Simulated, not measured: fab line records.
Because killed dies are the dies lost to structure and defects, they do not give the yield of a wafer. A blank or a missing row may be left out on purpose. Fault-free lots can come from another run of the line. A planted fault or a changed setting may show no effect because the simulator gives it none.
Matching of chambers -- flow nandHarc -- NHARC_A_SLIT_DEP_25 on pecvd-03 has 3 sister chambers
The step deposits SiO2, target thk 200 nm. 6 wafers are shown with their chamber, then 7 later ones without.

== EACH WAFER AND ITS CHAMBER ==
wafer,chamber,heaterPowerW (W),throttleValvePct (%)
L437.1,2,631,15.8
L447.1,2,557,15.9
L447.2,0,658,15.6
L447.4,1,559,16.0
L449.2,1,565,15.8
L449.4,0,578,15.8

== WAFERS WITHOUT THEIR CHAMBER ==
wafer,heaterPowerW (W),throttleValvePct (%)
L449.6,580,16.0
L452.1,557,15.9
L452.3,617,15.7
L452.6,567,16.1
L450.1,494,15.8
L450.4,495,15.7
L450.6,667,16.1

== EACH ONE'S CHAMBER ==
wafer,from the rows above,in truth
L449.6,can't be placed: 1 or 2 or 0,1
L452.1,can't be placed: 1 or 2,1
L452.3,can't be placed: 0 or 2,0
L452.6,can't be placed: 1 or 2 or 0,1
L450.1,can't be placed: 1 or 2 or 0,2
L450.4,can't be placed: 1 or 2 or 0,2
L450.6,can't be placed: 2 or 1 or 0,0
Correctly placed: 0 of 7. These rows do not allow placing 7 (true chamber among the candidates in 7). Wrongly placed: 0.
How it was worked out, from the rows above alone: a wafer's distance from a chamber is the root of the sum, over the readings, of the square of ((its reading less the chamber's mean) divided by the reading's scatter). The wafer belongs to the nearest chamber; if the next one is less than 2 further off, it can't be placed. A chamber's mean is the mean of its shown wafers. The scatter: the root of (the sum of the squares of (reading less its chamber's mean) over the shown wafers, divided by (wafers less chambers)).
